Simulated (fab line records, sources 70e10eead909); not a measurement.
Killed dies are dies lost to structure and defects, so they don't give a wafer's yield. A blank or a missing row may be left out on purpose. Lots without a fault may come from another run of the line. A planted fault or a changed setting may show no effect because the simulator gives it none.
Chamber matching | flow nand_harc | NHARC_A_CONTACT_ETCH_48 on rie_diel-11: 4 sister chambers
The step etches the open film in CF4, target depth 39 nm, time 65 s. 8 wafers are shown with their chamber, then 7 later ones without.

WAFERS WITH THEIR CHAMBER
wafer  | chamber | drypump_motor_current_A (A) | showerhead_plenum_p_Torr (Torr)
L951.1 | 0       | 6.0                         | 1.76
L956.5 | 1       | 5.4                         | 1.67
L956.6 | 2       | 6.0                         | 1.81
L959.1 | 1       | 5.3                         | 1.67
L959.2 | 2       | 6.0                         | 1.81
L959.3 | 3       | 5.0                         | 1.74
L965.1 | 3       | 5.0                         | 1.73
L965.4 | 0       | 6.0                         | 1.75

WAFERS WITHOUT THEIR CHAMBER
wafer  | drypump_motor_current_A (A) | showerhead_plenum_p_Torr (Torr)
L965.5 | 5.3                         | 1.67
L972.2 | 6.0                         | 1.80
L972.4 | 5.0                         | 1.73
L972.5 | 5.3                         | 1.66
L973.1 | 5.0                         | 1.73
L973.2 | 5.3                         | 1.66
L973.3 | 6.0                         | 1.74

WHICH CHAMBER EACH WENT THROUGH
wafer  | from the rows above | in truth
L965.5 | 1                   | 1
L972.2 | 2                   | 2
L972.4 | 3                   | 3
L972.5 | 1                   | 1
L973.1 | 3                   | 3
L973.2 | 1                   | 1
L973.3 | 0                   | 0
Placed correctly: 7 of 7. Can't be placed from these rows: 0. Placed wrongly: 0.
How it was worked out, from the rows above alone: a wafer's distance from a chamber is the root of the sum, over the readings, of the square of ((its reading less the chamber's mean) divided by the reading's scatter). The wafer belongs to the nearest chamber; if the next one is less than 2 further off, it can't be placed. A chamber's mean is the mean of its shown wafers. The scatter: the root of (the sum of the squares of (reading less its chamber's mean) over the shown wafers, divided by (wafers less chambers)).
